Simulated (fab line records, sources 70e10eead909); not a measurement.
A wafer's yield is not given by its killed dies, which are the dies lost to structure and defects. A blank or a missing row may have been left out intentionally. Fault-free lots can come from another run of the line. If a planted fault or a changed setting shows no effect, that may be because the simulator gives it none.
Matching of chambers :: flow nand harc :: 4 sister chambers for NHARC_P_BONDPAD_ACTIVATE_29 on rie diel-02
The step chemistry N2, time 60 s. 18 wafers are shown with their chamber, then 9 later ones without.

## WAFERS, EACH WITH ITS CHAMBER
wafer: L160.1
chamber: 0
showerhead plenum p Torr (Torr): 1.84
drypump motor current A (A): 5.61
oes product au (a.u.): 0.997

wafer: L160.2
chamber: 3
showerhead plenum p Torr (Torr): 1.64
drypump motor current A (A): 5.55
oes product au (a.u.): 1.006

wafer: L160.4
chamber: 1
showerhead plenum p Torr (Torr): 1.76
drypump motor current A (A): 4.93
oes product au (a.u.): 1.009

wafer: L161.1
chamber: 2
showerhead plenum p Torr (Torr): 1.75
drypump motor current A (A): 5.24
oes product au (a.u.): 0.998

wafer: L161.2
chamber: 1
showerhead plenum p Torr (Torr): 1.76
drypump motor current A (A): 4.98
oes product au (a.u.): 0.998

wafer: L161.6
chamber: 2
showerhead plenum p Torr (Torr): 1.75
drypump motor current A (A): 5.26
oes product au (a.u.): 1.001

wafer: L162.1
chamber: 1
showerhead plenum p Torr (Torr): 1.76
drypump motor current A (A): 4.99
oes product au (a.u.): 1.010

wafer: L162.3
chamber: 3
showerhead plenum p Torr (Torr): 1.64
drypump motor current A (A): 5.54
oes product au (a.u.): 1.005

wafer: L162.6
chamber: 3
showerhead plenum p Torr (Torr): 1.64
drypump motor current A (A): 5.55
oes product au (a.u.): 1.016

wafer: L163.1
chamber: 2
showerhead plenum p Torr (Torr): 1.75
drypump motor current A (A): 5.27
oes product au (a.u.): 0.994

wafer: L163.2
chamber: 1
showerhead plenum p Torr (Torr): 1.76
drypump motor current A (A): 4.98
oes product au (a.u.): 1.009

wafer: L163.6
chamber: 0
showerhead plenum p Torr (Torr): 1.84
drypump motor current A (A): 5.66
oes product au (a.u.): 0.994

wafer: L167.1
chamber: 0
showerhead plenum p Torr (Torr): 1.84
drypump motor current A (A): 5.63
oes product au (a.u.): 0.985

wafer: L167.4
chamber: 3
showerhead plenum p Torr (Torr): 1.64
drypump motor current A (A): 5.56
oes product au (a.u.): 1.017

wafer: L167.6
chamber: 0
showerhead plenum p Torr (Torr): 1.84
drypump motor current A (A): 5.65
oes product au (a.u.): 0.981

wafer: L169.1
chamber: 1
showerhead plenum p Torr (Torr): 1.75
drypump motor current A (A): 4.97
oes product au (a.u.): 1.003

wafer: L169.3
chamber: 3
showerhead plenum p Torr (Torr): 1.64
drypump motor current A (A): 5.54
oes product au (a.u.): 1.009

wafer: L169.4
chamber: 1
showerhead plenum p Torr (Torr): 1.75
drypump motor current A (A): 4.97
oes product au (a.u.): 1.007

SIGNATURES, as means of the wafers listed above
reading: showerhead plenum p Torr
chamber 0: 1.8400
chamber 1: 1.7567
chamber 2: 1.7500
chamber 3: 1.6400
scatter within a chamber: 0.00309

reading: drypump motor current A
chamber 0: 5.6375
chamber 1: 4.9700
chamber 2: 5.2567
chamber 3: 5.5480
scatter within a chamber: 0.0178

reading: oes product au
chamber 0: 0.98925
chamber 1: 1.00600
chamber 2: 0.99767
chamber 3: 1.01060
scatter within a chamber: 0.00552
Rule: for a wafer and a chamber, the distance is found by dividing, reading by reading, the gap between the wafer's reading and the chamber's mean by the reading's scatter, squaring, summing and taking the root. The wafer belongs to the nearest chamber; if the next one is less than 2 further off, it can't be placed. The scatter is the square root of a quotient: the sum, over the shown wafers, of each reading's squared deviation from its chamber's mean, divided by wafers minus chambers.

## WAFERS WITH NO CHAMBER GIVEN
wafer: L176.4
showerhead plenum p Torr (Torr): 1.74
drypump motor current A (A): 5.30
oes product au (a.u.): 0.992

wafer: L176.5
showerhead plenum p Torr (Torr): 1.84
drypump motor current A (A): 5.63
oes product au (a.u.): 0.980

wafer: L176.6
showerhead plenum p Torr (Torr): 1.75
drypump motor current A (A): 4.97
oes product au (a.u.): 1.001

wafer: L177.1
showerhead plenum p Torr (Torr): 1.75
drypump motor current A (A): 4.96
oes product au (a.u.): 0.994

wafer: L177.2
showerhead plenum p Torr (Torr): 1.84
drypump motor current A (A): 5.64
oes product au (a.u.): 0.990

wafer: L177.4
showerhead plenum p Torr (Torr): 1.74
drypump motor current A (A): 5.26
oes product au (a.u.): 0.988

wafer: L179.1
showerhead plenum p Torr (Torr): 1.74
drypump motor current A (A): 5.26
oes product au (a.u.): 0.996

wafer: L179.2
showerhead plenum p Torr (Torr): 1.64
drypump motor current A (A): 5.53
oes product au (a.u.): 1.006

wafer: L179.4
showerhead plenum p Torr (Torr): 1.75
drypump motor current A (A): 4.95
oes product au (a.u.): 1.001

## EACH ONE'S CHAMBER
wafer: L176.4
from the rows above: 2
in truth: 2

wafer: L176.5
from the rows above: 0
in truth: 0

wafer: L176.6
from the rows above: 1
in truth: 1

wafer: L177.1
from the rows above: 1
in truth: 1

wafer: L177.2
from the rows above: 0
in truth: 0

wafer: L177.4
from the rows above: 2
in truth: 2

wafer: L179.1
from the rows above: 2
in truth: 2

wafer: L179.2
from the rows above: 3
in truth: 3

wafer: L179.4
from the rows above: 1
in truth: 1
Correctly placed: 9 of 9. Number that these rows cannot place: 0. Number placed wrongly: 0.
